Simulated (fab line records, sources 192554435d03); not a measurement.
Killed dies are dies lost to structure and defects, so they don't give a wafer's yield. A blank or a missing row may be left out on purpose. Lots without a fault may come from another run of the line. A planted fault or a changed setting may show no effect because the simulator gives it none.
Split-lot experiment | flow n5_finfet | 7 lots, 21 wafers read, on a route of 1938 steps

THE SPLIT
At N5_PASSIVATION_EXPOSE_07 (exposes mask TV, defocus 0 nm, target cd 3000 nm), the setting dose_mj was moved away from the recipe's 22.75 on 10 of the 21 wafers read, by -5.3% to +7.2%. The other wafers ran this setting at the recipe's value.

FROM THE SPLIT TO THE READING: what the file shows between them, 3 steps
- N5_PASSIVATION_PEB_08
- N5_PASSIVATION_DEVELOP_09: develop time 60 s
- N5_PASSIVATION_HARDBAKE_11: time 120 s

THE READING
cd_nm, in nm, at N5_PASSIVATION_CD_MEAS_10 (target cd 3000 nm). Fault-free wafers of this fab line usually give 3000.8 nm, standard deviation 1.7 nm.

wafer  | tool, chamber at the split | dose_mj as run | against the recipe | cd_nm, nm | against lot-mates on the recipe
L075.1 | krf_scanner-01, 0          | 22.75          | recipe             | 3001.9    | -
L075.2 | krf_scanner-01, 0          | 22.75          | recipe             | 3003.2    | -
L075.3 | krf_scanner-01, 0          | 22.75          | recipe             | 3001.2    | -
L076.3 | krf_scanner-02, 0          | 21.54          | -5.3%              | 2988.9    | -11.9
L076.4 | krf_scanner-02, 0          | 21.54          | -5.3%              | 2990.1    | -10.7
L076.6 | krf_scanner-02, 0          | 22.75          | recipe             | 3000.8    | -
L081.1 | krf_scanner-02, 0          | 22.75          | recipe             | 3004.1    | -
L081.2 | krf_scanner-02, 0          | 22.02          | -3.2%              | 2996.4    | -7.7
L081.3 | krf_scanner-02, 0          | 22.02          | -3.2%              | 2995.0    | -9.1
L083.1 | krf_scanner-01, 0          | 22.75          | recipe             | 2999.3    | -
L083.2 | krf_scanner-01, 0          | 21.89          | -3.8%              | 2992.5    | -6.8
L083.3 | krf_scanner-01, 0          | 21.89          | -3.8%              | 2991.7    | -7.6
L086.3 | krf_scanner-01, 0          | 23.89          | +5.0%              | 3012.0    | +10.4
L086.4 | krf_scanner-01, 0          | 23.89          | +5.0%              | 3012.3    | +10.7
L086.6 | krf_scanner-01, 0          | 22.75          | recipe             | 3001.6    | -
L089.1 | krf_scanner-02, 0          | 24.38          | +7.2%              | 3017.6    | +14.2
L089.3 | krf_scanner-02, 0          | 22.75          | recipe             | 3003.4    | -
L089.4 | krf_scanner-02, 0          | 24.38          | +7.2%              | 3016.9    | +13.5
L090.4 | krf_scanner-01, 0          | 22.75          | recipe             | 3000.7    | -
L090.5 | krf_scanner-01, 0          | 22.75          | recipe             | 3002.0    | -
L090.6 | krf_scanner-01, 0          | 22.75          | recipe             | 3000.0    | -

THE FIT
A straight line over all 21 wafers: cd_nm changes by +2.2 nm for each +1% of dose_mj; r = +0.99; the points scatter about the line by 1.3 nm.
The same after taking each lot's own level away (the mean of its wafers on the recipe; 21 wafers): +2.06 nm for each +1%; r = +0.99; scatter 0.88 nm.
On that fit, the largest move of dose_mj shifts the reading by 15 nm.
The lots' own levels span 2999.30 to 3004.10 nm, that is 2.8 times the standard deviation above.
So the lot-to-lot level changes the slope little: the two slopes agree.
Check: with one of the wafers moved furthest among these (+7.2%) left out of the fit, the line predicts +14.7 nm for it against its lot-mates. It came out at +14.2 nm against them.

THE FILE'S OWN FIT
cd_nm changes by +2.06 nm for each +1% of dose_mj, r = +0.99.
